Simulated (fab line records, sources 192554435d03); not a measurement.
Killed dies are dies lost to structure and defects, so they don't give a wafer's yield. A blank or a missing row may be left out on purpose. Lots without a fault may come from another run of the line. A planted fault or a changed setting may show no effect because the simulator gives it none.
Which tool did it? | flow n5_finfet | 11 lots, 33 wafers sampled, at 2 steps of a route of 1938

WHAT THE GAUGES READ, wafer by wafer
N5_BEOL_M8_THK_MEAS_01. Usual: M8_ILD_THK 155.3 nm, standard deviation 2.
lot  | measured     | on            | M8_ILD_THK (nm)   | flag
L141 | day 9 11:11  | film_metro-01 | 154.0 153.7 154.0 |
L143 | day 10 06:55 | film_metro-01 | 153.7 155.4 158.2 |
L142 | day 10 08:03 | film_metro-01 | 155.7 156.5 155.9 |
L144 | day 10 08:23 | film_metro-02 | 153.3 155.3 154.5 |
L145 | day 10 17:27 | film_metro-01 | 156.0 154.8 156.2 |
L154 | day 13 15:06 | film_metro-02 | 152.8 152.3 154.7 |
L155 | day 13 16:02 | film_metro-01 | 154.1 158.3 156.1 |
L158 | day 13 23:26 | film_metro-01 | 153.6 158.0 157.1 |
L161 | day 15 00:46 | film_metro-01 | 154.5 154.2 156.1 |
L162 | day 15 08:14 | film_metro-02 | 155.9 155.4 158.6 |
L163 | day 15 10:50 | film_metro-02 | 151.3 155.0 156.6 |

WHICH TOOL RAN EACH LOT (tool, then ch and the chambers of the sampled wafers, then the start)
lot  | N5_BEOL_M8_CURE_74
L141 | uv_cure-01 ch 0, day 9 10:44
L143 | uv_cure-01 ch 1, day 10 06:29
L142 | uv_cure-03 ch 1, day 10 07:32
L144 | uv_cure-01 ch 1, day 10 07:56
L145 | uv_cure-02 ch 0, day 10 16:56
L154 | uv_cure-02 ch 0, day 13 14:40
L155 | uv_cure-03 ch 0, day 13 15:32
L158 | uv_cure-02 ch 1, day 13 23:05
L161 | uv_cure-01 ch 0, day 15 00:15
L162 | uv_cure-03 ch 2, day 15 07:14
L163 | uv_cure-01 ch 1, day 15 10:29
- N5_BEOL_M8_CURE_74: cures SiCOH lowk, time 240 s.

WHAT THE TOOLS THEMSELVES READ (means of the sampled wafers that have a number; where no wafer has one, the mark that the record gives instead)
N5_BEOL_M8_CURE_74. Usual: lamp_power_pct 52.31 %, standard deviation 0.053; wafer_temp_C_max 386.9, standard deviation 0.51.
lot  | tool       | lamp_power_pct (%) | wafer_temp_C_max | flag
L141 | uv_cure-01 | 52.33              | 387.1            |
L143 | uv_cure-01 | 52.25              | 386.9            |
L142 | uv_cure-03 | 52.38              | 387.1            |
L144 | uv_cure-01 | 52.32              | 386.5            |
L145 | uv_cure-02 | 52.33              | 387.4            |
L154 | uv_cure-02 | 52.33              | 387.5            |
L155 | uv_cure-03 | 52.30              | 387.0            |
L158 | uv_cure-02 | 52.31              | 386.7            |
L161 | uv_cure-01 | 52.30              | 387.2            |
L162 | uv_cure-03 | 52.30              | 387.3            |
L163 | uv_cure-01 | 52.31              | 386.6            |

THE ANSWER, worked out from the rows above alone
Rule: a lot is off if the mean of its wafers that have a number lies more than 3 standard deviations from the usual mean. A lot without any number at a reading at which 4 lots or more have one is off too. The other lots that the step has rows for count as sound. The gauges are gone through in route order, then the tools' own readings, and for those a lot's mean is taken as printed above. The first step at which some lot is off is used, and at that step the reading that is off furthest; a lot without a number counts as furthest.
No lot is off at any reading shown: from this, nothing can be told.

WHAT THE SIMULATOR HAD PUT IN
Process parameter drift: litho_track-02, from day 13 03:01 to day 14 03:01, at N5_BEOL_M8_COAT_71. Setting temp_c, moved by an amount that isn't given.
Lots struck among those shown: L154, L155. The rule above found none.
